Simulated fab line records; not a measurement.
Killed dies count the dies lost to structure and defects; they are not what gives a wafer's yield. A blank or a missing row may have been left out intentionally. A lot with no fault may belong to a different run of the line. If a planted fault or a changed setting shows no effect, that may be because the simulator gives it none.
Matching of chambers	flow n5Finfet	N5_BEOL_M13_DESCUM_15 on rieDiel-01: 4 sister chambers
The step chemistry O2, time 7.9 s. 4 wafers are shown with their chamber, then 10 later ones without.

== WAFERS WITH THEIR CHAMBER ==
wafer	chamber	drypumpMotorCurrentA (A)
L084.1	1	5.7
L091.5	2	5.7
L090.2	0	5.6
L090.5	3	5.1

== WAFERS WITH NO CHAMBER GIVEN ==
wafer	drypumpMotorCurrentA (A)
L090.6	5.6
L096.2	5.6
L096.4	5.7
L096.5	5.6
L095.1	5.7
L095.2	5.7
L095.4	5.6
L093.3	5.6
L093.4	5.2
L093.6	5.1

== WHICH CHAMBER EACH ONE RAN IN ==
wafer	from the rows above	in truth
L090.6	0	0
L096.2	0	0
L096.4	can't be placed: 1 or 2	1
L096.5	0	0
L095.1	can't be placed: 1 or 2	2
L095.2	can't be placed: 1 or 2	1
L095.4	0	0
L093.3	0	0
L093.4	3	3
L093.6	3	3
Placed correctly: 7 of 10. Not placeable from these rows: 3 (in 3, the candidates include the true chamber). Placed wrongly: 0.
How it was worked out, from the rows above alone: a wafer's distance from a chamber is the root of the sum, over the readings, of the square of ((its reading less the chamber's mean) divided by the reading's scatter). If the next closest chamber is less than 2 further off than the closest, the wafer can't be placed; otherwise it belongs to the closest. For every chamber, the mean is computed from those of its wafers that are shown. The scatter: with one shown wafer a chamber, the root of the mean of the squares of how far each hidden wafer lies from its nearest shown one.
